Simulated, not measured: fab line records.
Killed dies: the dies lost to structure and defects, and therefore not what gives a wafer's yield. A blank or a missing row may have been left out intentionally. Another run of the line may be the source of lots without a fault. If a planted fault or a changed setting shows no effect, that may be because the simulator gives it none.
8D (eight disciplines) problem report, filled in by code    flow nand-harc    the parts of the form that need people (team, actions taken, sign-off) are left out

== 1. PROBLEM STATEMENT ==
Wafers with no fault read 630.7 s with a standard deviation of 0.48, whereas run-length-s at NHARC_A_BLC_ETCH_17 reads a mean of 613.9 s on 1 wafer of 1 lot. That is -35 standard deviations from the usual mean.
The step: etches the open film in N2/H2, target depth 390 nm, time 609.38 s.
First observed at day 20 01:34: wafer L508.5, on rie-diel-03. At this step, 34 wafers from 12 lots have a number in the record. Rule for "out", or "out of limits": more than 4 standard deviations from the usual mean. All remaining wafers that have a number are taken as sound.

== 2. WHAT IT IS, WHAT IT ISN'T ==
question                     is                      is not
which readings at this step  run-length-s            drypump-motor-current-A, mfc-ar-sccm, oes-product-au, rf-vpp-V, showerhead-plenum-p-Torr, throttle-valve-pct
which lots                   L508                    L498, L499, L500, L506, L509, L512, L513, L514, L517, L519, L521
which wafers of those lots   all that have a number  -
read on which tools          rie-diel-03             rie-diel-01, rie-diel-09
when                         from day 20 01:34       up to then (12 sound wafers); but 21 sound wafers of L509, L512, L513, L514, L517, L519, L521 came after

== 3. THE SUSPECTS, EACH WITH WHAT RULES IT OUT ==
Counting: a tool at a process step up to the reading stays a suspect if it ran every lot that is out and no sound lot after the first of them.
- rie-diel-07 at NHARC_A_CONTACT_ETCH_110 (etches the open film in CF4/O2, target depth 50 nm, overetch 5 nm, time 27.5 s): ruled out as a lasting fault. After its first lot that is out, L508 (day 19 17:36), sound lots L509, L512, L517, L521 ran on it.
- rie-diel-03 at NHARC_A_BLC_ETCH_17 (etches the open film in N2/H2, target depth 390 nm, time 609.38 s): ruled out as a lasting fault. After its first lot that is out, L508 (day 20 01:34), sound lots L517 ran on it.
Left after counting: nothing in the record.

== 4. THE CAUSE (what the simulator had put in) ==
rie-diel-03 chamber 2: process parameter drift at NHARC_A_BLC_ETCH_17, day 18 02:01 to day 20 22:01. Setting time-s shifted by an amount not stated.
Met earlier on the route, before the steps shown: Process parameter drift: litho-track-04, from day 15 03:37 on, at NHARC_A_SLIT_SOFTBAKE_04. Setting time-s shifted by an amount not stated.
Counting ruled it out, wrongly.

== 5. THE CHAIN OF EFFECTS, in route order ==
One row per reading whose mean, taken over the struck wafers that have a number, lies over 3 standard deviations from the usual. Only readings for which the record gives a usual standard deviation are gone through. hours: the time from each lot's start at the first step in this table that gives one to its start at this step, as a median over the lots. sigmas: the change in usual standard deviations.
hours  step                 reading       usual    on struck wafers  change  sigmas
0      NHARC_A_BLC_ETCH_17  run-length-s  630.7 s  613.9             -16.8   -35
Here are the process steps it includes:
- NHARC_A_BLC_ETCH_17: etches the open film in N2/H2, target depth 390 nm, time 609.38 s.

== 6. HOW IT WOULD HAVE BEEN CAUGHT EARLIER ==
48 hours passed between the start of the fault at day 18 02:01 and the first reading out of limits in this record, taken at day 20 01:34.
